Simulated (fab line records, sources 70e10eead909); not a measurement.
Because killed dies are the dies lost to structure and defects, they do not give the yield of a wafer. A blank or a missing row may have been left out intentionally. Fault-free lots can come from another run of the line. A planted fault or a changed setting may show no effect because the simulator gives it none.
Chamber matching | flow nand harc | 3 sister chambers for NHARC_A_STAIRCASE_DEP_259 on pecvd-03
The step deposits SiON, target thk 30 nm. 20 wafers are shown with their chamber, then 10 later ones without.

== WAFERS, EACH WITH ITS CHAMBER ==
wafer  | chamber | heater power w (W) | rf fwd power W (W)
L074.1 | 2       | 829                | 349.7
L074.4 | 1       | 827                | 348.7
L074.6 | 0       | 693                | 346.8
L078.1 | 2       | 852                | 348.7
L078.3 | 0       | 640                | 348.1
L078.6 | 2       | 845                | 347.4
L082.3 | 2       | 880                | 347.8
L082.5 | 1       | 702                | 346.9
L082.6 | 0       | 719                | 349.7
L089.2 | 1       | 804                | 347.7
L089.3 | 0       | 742                | 347.2
L089.4 | 0       | 721                | 349.2
L088.3 | 2       | 883                | 346.9
L088.4 | 2       | 863                | 349.8
L088.6 | 1       | 837                | 348.3
L087.1 | 2       | 738                | 350.2
L087.2 | 1       | 802                | 347.2
L087.6 | 1       | 789                | 348.3
L090.2 | 1       | 756                | 346.4
L090.5 | 1       | 705                | 346.8

SIGNATURES (averages over the wafers above)
reading        | chamber 0 | chamber 1 | chamber 2 | scatter within a chamber
heater power w | 703.00    | 777.75    | 841.43    | 48.3
rf fwd power W | 348.200   | 347.538   | 348.643   | 1.12
Rule: for a wafer and a chamber, the distance is found by dividing, reading by reading, the gap between the wafer's reading and the chamber's mean by the reading's scatter, squaring, summing and taking the root. The wafer belongs to the nearest chamber; if the next one is less than 2 further off, it can't be placed. How the scatter is found: for the shown wafers, subtract from each reading the mean of its chamber, square and add these, divide the total by (wafers less chambers), then take the root.

== WAFERS WHOSE CHAMBER IS MISSING ==
wafer  | heater power w (W) | rf fwd power W (W)
L090.6 | 713                | 349.8
L091.2 | 747                | 349.9
L091.4 | 836                | 348.9
L091.5 | 756                | 348.5
L094.2 | 831                | 347.8
L094.4 | 724                | 348.0
L094.5 | 752                | 349.0
L097.1 | 754                | 347.2
L097.2 | 791                | 349.8
L097.3 | 745                | 348.9

== EACH ONE'S CHAMBER ==
wafer  | from the rows above          | in truth
L090.6 | can't be placed: 0 or 1 or 2 | 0
L091.2 | can't be placed: 0 or 1 or 2 | 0
L091.4 | can't be placed: 2 or 1      | 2
L091.5 | can't be placed: 1 or 0 or 2 | 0
L094.2 | can't be placed: 2 or 1 or 0 | 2
L094.4 | can't be placed: 0 or 1      | 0
L094.5 | can't be placed: 0 or 1 or 2 | 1
L097.1 | can't be placed: 1 or 0 or 2 | 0
L097.2 | can't be placed: 2 or 1 or 0 | 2
L097.3 | can't be placed: 0 or 1 or 2 | 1
Placed correctly: 0 of 10. Not placeable from these rows: 10 (in 10, the candidates include the true chamber). 0 placed wrongly.
